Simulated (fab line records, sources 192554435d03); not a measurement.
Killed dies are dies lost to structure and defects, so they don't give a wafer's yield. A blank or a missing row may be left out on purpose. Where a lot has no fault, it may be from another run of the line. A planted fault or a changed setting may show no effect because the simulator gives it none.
Chamber matching | flow n5_finfet | rie_diel-03 running N5_PMOS_HMC_CHANNEL_EPI_STRIP_33: 3 sister chambers
The step strips in N2/H2. 3 wafers are shown with their chamber, then 6 later ones without.

== WAFERS WITH THEIR CHAMBER ==
wafer  | chamber | throttle_valve_pct (%)
L086.5 | 2       | 18.4
L088.2 | 3       | 19.7
L088.3 | 0       | 18.7

== WAFERS WHOSE CHAMBER IS MISSING ==
wafer  | throttle_valve_pct (%)
L088.5 | 18.4
L090.1 | 19.8
L090.2 | 18.7
L090.3 | 18.4
L097.3 | 18.4
L097.6 | 19.3

== THE CHAMBER EACH PASSED THROUGH ==
wafer  | from the rows above     | in truth
L088.5 | can't be placed: 2 or 0 | 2
L090.1 | 3                       | 3
L090.2 | can't be placed: 0 or 2 | 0
L090.3 | can't be placed: 2 or 0 | 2
L097.3 | can't be placed: 2 or 0 | 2
L097.6 | can't be placed: 3 or 0 | 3
Correctly placed: 1 of 6. Unplaceable from these rows: 5, with the true chamber sitting among the candidates in 5. 0 placed wrongly.
How it was worked out, from the rows above alone: a wafer's distance from a chamber is the root of the sum, over the readings, of the square of ((its reading less the chamber's mean) divided by the reading's scatter). If the next closest chamber is less than 2 further off than the closest, the wafer can't be placed; otherwise it belongs to the closest. Each chamber's mean is taken over the wafers shown for it. The scatter (one wafer shown for each chamber): square how far every hidden wafer sits from the nearest shown wafer, average those squares and take the square root.
